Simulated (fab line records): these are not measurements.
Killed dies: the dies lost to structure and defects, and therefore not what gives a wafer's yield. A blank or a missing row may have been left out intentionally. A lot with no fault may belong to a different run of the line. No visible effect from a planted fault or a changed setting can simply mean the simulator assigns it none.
Matching of chambers    flow nand harc    NHARC_A_M0_DEP_32 on pecvd-01: 3 sister chambers
The step deposits SiCN, target thk 30 nm. 6 wafers are shown with their chamber, then 8 later ones without.

WAFERS WITH THEIR CHAMBER
wafer   chamber  heater power w (W)
L082.4  1        616
L082.5  2        500
L087.4  0        559
L087.5  2        520
L087.6  1        534
L089.1  0        508

WAFERS WHOSE CHAMBER IS MISSING
wafer   heater power w (W)
L089.3  574
L089.4  588
L091.4  565
L091.5  597
L091.6  538
L097.1  583
L097.3  494
L097.6  652

WHICH CHAMBER EACH ONE RAN IN
wafer   from the rows above           in truth
L089.3  can't be placed: 1 or 0 or 2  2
L089.4  can't be placed: 1 or 0 or 2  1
L091.4  can't be placed: 1 or 0 or 2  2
L091.5  can't be placed: 1 or 0 or 2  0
L091.6  can't be placed: 0 or 2 or 1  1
L097.1  can't be placed: 1 or 0 or 2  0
L097.3  can't be placed: 2 or 0 or 1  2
L097.6  can't be placed: 1 or 0 or 2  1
Correctly placed: 0 of 8. Cannot be placed on the basis of these rows: 8; the candidates contain the true chamber in 8. 0 placed wrongly.
How it was worked out, from the rows above alone: a wafer's distance from a chamber is the root of the sum, over the readings, of the square of ((its reading less the chamber's mean) divided by the reading's scatter). If the next closest chamber is less than 2 further off than the closest, the wafer can't be placed; otherwise it belongs to the closest. The mean given for a chamber averages the wafers shown for that chamber. The scatter: the root of (the sum of the squares of (reading less its chamber's mean) over the shown wafers, divided by (wafers less chambers)).
